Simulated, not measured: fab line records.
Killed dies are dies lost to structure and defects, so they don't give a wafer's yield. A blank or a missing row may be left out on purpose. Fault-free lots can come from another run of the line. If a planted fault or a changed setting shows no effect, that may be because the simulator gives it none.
Which of the tools did it? + flow nand_harc + 36 wafers from 12 lots sampled at 6 of the route's 1302 steps

## WHAT THE GAUGES SHOWED, per wafer
NHARC_A_CONTACT_INSPECT_23. Usual: raw_defect_count 563, standard deviation 170.
| lot  | measured     | on                | raw_defect_count | flag |
|------|--------------|-------------------|------------------|------|
| L418 | day 23 14:05 | defect_inspect-01 | 1208 865 1053    |      |
| L419 | day 23 18:43 | defect_inspect-01 | 432 427 450      |      |
| L428 | day 27 13:46 | defect_inspect-02 | 675 877 918      |      |
| L430 | day 29 08:49 | defect_inspect-01 | 667 687 671      |      |
| L433 | day 29 11:25 | defect_inspect-02 | 416 425 502      |      |
| L434 | day 29 11:23 | defect_inspect-01 | 547 690 892      |      |
| L431 | day 29 12:52 | defect_inspect-01 | 331 334 440      |      |
| L436 | day 30 10:05 | defect_inspect-02 | 564 458 501      |      |
| L440 | day 32 08:41 | defect_inspect-01 | 403 380 357      |      |
| L438 | day 32 10:30 | defect_inspect-01 | 490 437 393      |      |
| L437 | day 32 13:31 | defect_inspect-01 | 586 587 469      |      |
| L439 | day 32 16:46 | defect_inspect-01 | 383 442 736      |      |

NHARC_END_SORT_01. Usual: killed_at_array 58, standard deviation 20; killed_at_other 0.9, standard deviation 1.4; killed_at_periphery 4, standard deviation 3.1; killed_dies 63, standard deviation 20; killed_open 3.3, standard deviation 1.8; killed_short 2.4, standard deviation 1.5.
| lot  | measured     | on        | killed_at_array | killed_at_other | killed_at_periphery | killed_dies | killed_open | killed_short | flag |
|------|--------------|-----------|-----------------|-----------------|---------------------|-------------|-------------|--------------|------|
| L428 | day 29 16:34 | prober-01 | 673 673 665     | 0 0 1           | 4 4 11              | 677 677 677 | 7 1 2       | 3 2 4        | OFF  |
| L430 | day 31 04:09 | prober-01 | 673 671 673     | 1 0 1           | 3 6 3               | 677 677 677 | 5 2 4       | 4 0 4        | OFF  |

## WHAT TOOL EACH LOT RAN ON (gives the tool, then ch and the chambers of the sampled wafers, and finally the start)
| lot  | NHARC_A_CONTACT_ETCH_31                       | NHARC_A_CONTACT_ETCH_136             | NHARC_A_CONTACT_CVD_19        | NHARC_A_CONTACT_CMP_20        |
|------|-----------------------------------------------|--------------------------------------|-------------------------------|-------------------------------|
| L418 | rie_diel-06 ch 2,3, day 23 09:58 or earlier   | har_cap_etch-03 ch 0,1, day 23 09:58 | cvd_w-01 ch 0,1, day 23 13:10 | cmp-02 ch 0,1, day 23 13:41   |
| L419 | rie_diel-06 ch 0,1,2, day 23 14:11 or earlier | har_cap_etch-03 ch 0,1, day 23 14:11 | cvd_w-02 ch 0,1, day 23 17:34 | cmp-02 ch 1,2,3, day 23 18:21 |
| L428 | rie_diel-04 ch 0,3, day 27 09:40 or earlier   | har_cap_etch-02 ch 0,1, day 27 09:40 | cvd_w-01 ch 0,1, day 27 12:26 | cmp-03 ch 0,1,3, day 27 13:22 |
| L430 | rie_diel-06 ch 0,1,2, day 29 04:49 or earlier | har_cap_etch-03 ch 0,1, day 29 04:49 | cvd_w-01 ch 0,1, day 29 07:46 | cmp-02 ch 0,1,3, day 29 08:24 |
| L433 | rie_diel-04 ch 0,2, day 29 07:16 or earlier   | har_cap_etch-01 ch 1, day 29 07:16   | cvd_w-02 ch 0,1, day 29 10:15 | cmp-02 ch 1,2,3, day 29 11:02 |
| L434 | rie_diel-06 ch 0,1,2, day 29 07:26 or earlier | har_cap_etch-03 ch 0,1, day 29 07:26 | cvd_w-01 ch 0,1, day 29 10:20 | cmp-04 ch 0,1,3, day 29 10:58 |
| L431 | rie_diel-13 ch 0,3, day 29 08:54 or earlier   | har_cap_etch-02 ch 0,1, day 29 08:54 | cvd_w-02 ch 0,1, day 29 11:49 | cmp-03 ch 2,3, day 29 12:27   |
| L436 | rie_diel-04 ch 0,1,3, day 30 05:22 or earlier | har_cap_etch-02 ch 0,1, day 30 05:22 | cvd_w-02 ch 0,1, day 30 09:01 | cmp-04 ch 1,2, day 30 09:40   |
| L440 | rie_diel-04 ch 0,2,3, day 32 04:40 or earlier | har_cap_etch-03 ch 0,1, day 32 04:40 | cvd_w-02 ch 0,1, day 32 07:23 | cmp-02 ch 0,2, day 32 08:19   |
| L438 | rie_diel-04 ch 0,1, day 32 06:25 or earlier   | har_cap_etch-01 ch 0,1, day 32 06:25 | cvd_w-01 ch 0,1, day 32 09:20 | cmp-02 ch 1,2,3, day 32 10:08 |
| L437 | rie_diel-13 ch 0,1,3, day 32 09:26 or earlier | har_cap_etch-03 ch 0,1, day 32 09:26 | cvd_w-01 ch 0,1, day 32 12:15 | cmp-02 ch 0,1,2, day 32 13:07 |
| L439 | rie_diel-04 ch 2,3, day 32 12:46 or earlier   | har_cap_etch-01 ch 0,1, day 32 12:46 | cvd_w-02 ch 0, day 32 15:30   | cmp-04 ch 0,1,2, day 32 16:25 |
- NHARC_A_CONTACT_ETCH_31: etches the open film in O2/COS, target depth 2800 nm, time 728 s.
- NHARC_A_CONTACT_ETCH_136: etches the open film in C4F8/O2/Ar, time 311 s, target depth 1912 nm.
- NHARC_A_CONTACT_CVD_19: deposits W, target thk 300 nm, time 802 s.
- NHARC_A_CONTACT_CMP_20: polishes, t overpolish 30 s, target thk 300 nm.

## WHAT THE TOOLS THEMSELVES READ (means of the sampled wafers that have a number; where no wafer has one, the mark that the record gives instead)
NHARC_A_CONTACT_ETCH_31. Usual: drypump_motor_current_A 5.8 A, standard deviation 0.35; oes_product_au 1.002 a.u., standard deviation 0.0084; rf_vpp_V 313.9 V, standard deviation 2.2; showerhead_plenum_p_Torr 3.11 Torr, standard deviation 0.14; throttle_valve_pct 28.330 %, standard deviation 0.009.
| lot  | tool        | drypump_motor_current_A (A) | oes_product_au (a.u.) | rf_vpp_V (V) | showerhead_plenum_p_Torr (Torr) | throttle_valve_pct (%) | flag |
|------|-------------|-----------------------------|-----------------------|--------------|---------------------------------|------------------------|------|
| L418 | rie_diel-06 | 5.3                         | 1.018                 | 311.9        | 2.97                            | 28.320                 |      |
| L419 | rie_diel-06 | 5.9                         | 1.002                 | 315.0        | 3.17                            | 28.334                 |      |
| L428 | rie_diel-04 | 5.8                         | 1.005                 | 312.9        | 3.07                            | 28.327                 |      |
| L430 | rie_diel-06 | 5.9                         | 1.003                 | 314.4        | 3.16                            | 28.329                 |      |
| L433 | rie_diel-04 | 5.9                         | 1.007                 | 312.3        | 2.99                            | 28.334                 |      |
| L434 | rie_diel-06 | 5.9                         | 1.004                 | 314.5        | 3.16                            | 28.333                 |      |
| L431 | rie_diel-13 | 6.0                         | 1.009                 | 315.5        | 3.23                            | 28.327                 |      |
| L436 | rie_diel-04 | 5.8                         | 1.001                 | 313.6        | 3.11                            | 28.335                 |      |
| L440 | rie_diel-04 | 5.9                         | 1.004                 | 313.1        | 3.04                            | 28.334                 |      |
| L438 | rie_diel-04 | 5.8                         | 0.997                 | 313.6        | 3.10                            | 28.328                 |      |
| L437 | rie_diel-13 | 5.8                         | 0.993                 | 313.9        | 3.15                            | 28.329                 |      |
| L439 | rie_diel-04 | 6.1                         | 1.007                 | 312.6        | 3.02                            | 28.326                 |      |

NHARC_A_CONTACT_CVD_19. Usual: chamber_pressure_Torr 40.00 Torr, standard deviation 0.092; heater_power_outer_w 272 W, standard deviation 14; heater_power_w 470 W, standard deviation 36; throttle_valve_pct 8.1 %, standard deviation 0.38.
| lot  | tool     | chamber_pressure_Torr (Torr) | heater_power_outer_w (W) | heater_power_w (W) | throttle_valve_pct (%) | flag |
|------|----------|------------------------------|--------------------------|--------------------|------------------------|------|
| L418 | cvd_w-01 | 40.00                        | 275                      | 480                | 8.2                    |      |
| L419 | cvd_w-02 | 40.08                        | 260                      | 449                | 8.2                    |      |
| L428 | cvd_w-01 | -                            | -                        | -                  | -                      | OFF  |
| L430 | cvd_w-01 | -                            | -                        | -                  | -                      | OFF  |
| L433 | cvd_w-02 | 40.06                        | 270                      | 462                | 8.2                    |      |
| L434 | cvd_w-01 | 40.05                        | 269                      | 464                | 8.4                    |      |
| L431 | cvd_w-02 | 40.02                        | 279                      | 486                | 7.8                    |      |
| L436 | cvd_w-02 | 39.87                        | 284                      | 480                | 8.0                    |      |
| L440 | cvd_w-02 | 40.00                        | 270                      | 459                | 8.4                    |      |
| L438 | cvd_w-01 | 39.97                        | 288                      | 497                | 8.1                    |      |
| L437 | cvd_w-01 | 39.99                        | 284                      | 498                | 8.2                    |      |
| L439 | cvd_w-02 | 40.08                        | 295                      | 526                | 7.8                    |      |

NHARC_A_CONTACT_CMP_20. Usual: motor_current_A 12.4 A, standard deviation 1.1; overpolish_run_s 30.001 s, standard deviation 0.0086; time_to_endpoint_s 59.8 s, standard deviation 2.4.
| lot  | tool   | motor_current_A (A) | overpolish_run_s (s) | time_to_endpoint_s (s) | flag |
|------|--------|---------------------|----------------------|------------------------|------|
| L418 | cmp-02 | 12.0                | 30.001               | 59.8                   |      |
| L419 | cmp-02 | 12.0                | 30.002               | 60.4                   |      |
| L428 | cmp-03 | 12.7                | 30.000               | 0.0                    | OFF  |
| L430 | cmp-02 | 11.4                | 30.004               | 1.1                    | OFF  |
| L433 | cmp-02 | 11.9                | 29.996               | 56.0                   |      |
| L434 | cmp-04 | 12.3                | 29.998               | 59.0                   |      |
| L431 | cmp-03 | 13.7                | 30.006               | 58.1                   |      |
| L436 | cmp-04 | 11.3                | 30.003               | 60.7                   |      |
| L440 | cmp-02 | 13.4                | 29.998               | 57.0                   |      |
| L438 | cmp-02 | 11.7                | 30.008               | 58.9                   |      |
| L437 | cmp-02 | 12.4                | 30.005               | 62.0                   |      |
| L439 | cmp-04 | 12.3                | 29.999               | 58.4                   |      |

## THE ANSWER, worked out from the rows above alone
Rule: a lot counts as off when the mean over its wafers that have a number is more than 3 standard deviations away from the usual mean. A lot without any number at a reading at which 4 lots or more have one is off too. Where the step has rows for the other lots, those lots are counted as sound. First the gauges in route order, then the tools' own readings, where a lot's mean is used as printed above. At the first step where some lot is off, the reading lying furthest off is the one used; lots without a number count as furthest.
Off: L428, L430 (NHARC_END_SORT_01, killed_at_array). Neither off nor sound, because the step has no rows for them: L418, L419, L433, L434, L431, L436, L440, L438, L437, L439.
A tool fits if, at a process step before that reading, it ran every lot that is off, and no sound lot after the first of them. Not tried: the gauges at NHARC_END_SORT_01; whatever is off there is also off at NHARC_A_CONTACT_CVD_19, on other tools, and gauge error can't account for it. NHARC_A_CONTACT_ETCH_31: start missing for some lots; hours and lot order therefore follow NHARC_A_CONTACT_ETCH_136. One fits: NHARC_A_CONTACT_CVD_19 on cvd_w-01. It ran no sound lot before its first lot that is off in this sample, so the start can't be narrowed down.

## WHAT HAD BEEN PUT IN BY THE SIMULATOR
Beginning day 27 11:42, the whole step at NHARC_A_CONTACT_CVD_19 was skipped on cvd_w-01. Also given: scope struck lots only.
Lots struck among those shown: L428, L430. This agrees with what the rule above found.
